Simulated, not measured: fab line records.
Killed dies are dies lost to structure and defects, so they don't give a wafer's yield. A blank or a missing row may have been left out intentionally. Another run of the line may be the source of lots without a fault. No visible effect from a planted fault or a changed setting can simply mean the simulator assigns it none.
A single fault, viewed from 2 desks :: flow nand-harc :: only its own numbers are on each desk; what lay behind them is given at the end

## TOOL OWNER'S DESK, arfi-scanner-02
The tool's own readings at NHARC_P_M0_EXPOSE_06 (exposes mask P M0, target cd 90 nm): means of the sampled wafers that have a number, for each lot that ran on this tool. If a lot's mean is further than 4 standard deviations from the usual mean, the lot is out of limits and carries the mark OUT (the distance appears in the brackets).
Columns: A = exposure-dose-mJ-cm2 at NHARC_P_M0_EXPOSE_06, usual 81.25
lot: L950
first seen here: day 5 22:34
A: 81.34

lot: L961
first seen here: day 8 12:04
A: 81.24

lot: L964
first seen here: day 9 01:55
A: 84.37 (+41) OUT

lot: L966
first seen here: day 9 18:35
A: 83.70 (+32) OUT

lot: L972
first seen here: day 11 07:06
A: 82.81 (+20) OUT
This desk finds L964, L966, L972 out of limits, L964 being first, at day 9 01:55 (exposure-dose-mJ-cm2 at NHARC_P_M0_EXPOSE_06). L950, L961 stayed within limits.

## METROLOGY DESK
Lot by lot, what the gauges showed, no matter which tool ran the lot: averages of those sampled wafers that carry a number. If a lot's mean is further than 4 standard deviations from the usual mean, the lot is out of limits and carries the mark OUT (the distance appears in the brackets).
Columns: A = cd-nm at NHARC_P_M0_CD_MEAS_09, usual 90.0 nm
lot: L950
first seen here: day 5 22:43
A: 89.7

lot: L955
first seen here: day 7 04:31
A: 89.9

lot: L959
first seen here: day 7 23:11
A: 90.3

lot: L958
first seen here: day 8 01:35
A: 89.0

lot: L961
first seen here: day 8 12:12
A: 90.0

lot: L964
first seen here: day 9 02:04
A: 92.1 (+4.2) OUT

lot: L963
first seen here: day 9 02:53
A: 90.1

lot: L965
first seen here: day 9 18:16
A: 89.9

lot: L966
first seen here: day 9 18:44
A: 92.1 (+4.2) OUT

lot: L967
first seen here: day 10 04:48
A: 90.4

lot: L972
first seen here: day 11 07:15
A: 91.8
This desk finds L964, L966 out of limits, L964 being first, at day 9 02:04 (cd-nm at NHARC_P_M0_CD_MEAS_09). L950, L955, L959, L958, L961, L963, L965, L967, L972 stayed within limits.

## TAKEN TOGETHER
At day 9 01:55, on L964, L966, L972, the tool owner's desk was in a position to raise an alarm.
On L964, L966, the metrology desk was in a position to raise an alarm at day 9 02:04.
The metrology desk has L972 on record, within its limits.
All the named lots went through NHARC_P_M0_EXPOSE_06 on arfi-scanner-02.

## WHAT THE SIMULATOR HAD PUT IN
Process parameters drifting: arfi-scanner-02 at NHARC_P_M0_EXPOSE_06, beginning at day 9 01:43. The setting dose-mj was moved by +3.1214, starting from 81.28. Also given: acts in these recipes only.
Shown lots that were struck: L964, L966, L972.
Hours from the fault's start to each desk's first reading out of limits: the tool owner's desk, 0; the metrology desk, 0.
